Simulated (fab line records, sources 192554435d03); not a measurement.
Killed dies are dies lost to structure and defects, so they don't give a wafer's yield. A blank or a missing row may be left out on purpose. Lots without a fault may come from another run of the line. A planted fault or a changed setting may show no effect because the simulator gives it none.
Chamber matching | flow n5_finfet | N5_FIN_SAQP_ETCH_67 on rie_diel-05: 4 sister chambers
The step etches SiNx in CH3F/O2, target depth 30 nm. 4 wafers are shown with their chamber, then 9 later ones without.

WAFERS WITH THEIR CHAMBER
wafer  | chamber | showerhead_plenum_p_Torr (Torr)
L082.6 | 2       | 2.09
L089.2 | 1       | 2.05
L089.4 | 3       | 1.97
L089.6 | 0       | 1.97

WAFERS WITHOUT THEIR CHAMBER
wafer  | showerhead_plenum_p_Torr (Torr)
L090.1 | 1.97
L090.3 | 1.97
L090.5 | 2.05
L093.1 | 2.08
L093.5 | 2.08
L093.6 | 1.97
L095.1 | 1.97
L095.2 | 1.97
L095.4 | 2.04

WHICH CHAMBER EACH WENT THROUGH
wafer  | from the rows above     | in truth
L090.1 | can't be placed: 0 or 3 | 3
L090.3 | can't be placed: 0 or 3 | 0
L090.5 | 1                       | 1
L093.1 | 2                       | 2
L093.5 | 2                       | 2
L093.6 | can't be placed: 0 or 3 | 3
L095.1 | can't be placed: 0 or 3 | 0
L095.2 | can't be placed: 0 or 3 | 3
L095.4 | 1                       | 1
Placed correctly: 4 of 9. Can't be placed from these rows: 5 (the true chamber is among the candidates in 5). Placed wrongly: 0.
How it was worked out, from the rows above alone: a wafer's distance from a chamber is the root of the sum, over the readings, of the square of ((its reading less the chamber's mean) divided by the reading's scatter). The wafer belongs to the nearest chamber; if the next one is less than 2 further off, it can't be placed. A chamber's mean is the mean of its shown wafers. The scatter: with one shown wafer a chamber, the root of the mean of the squares of how far each hidden wafer lies from its nearest shown one.
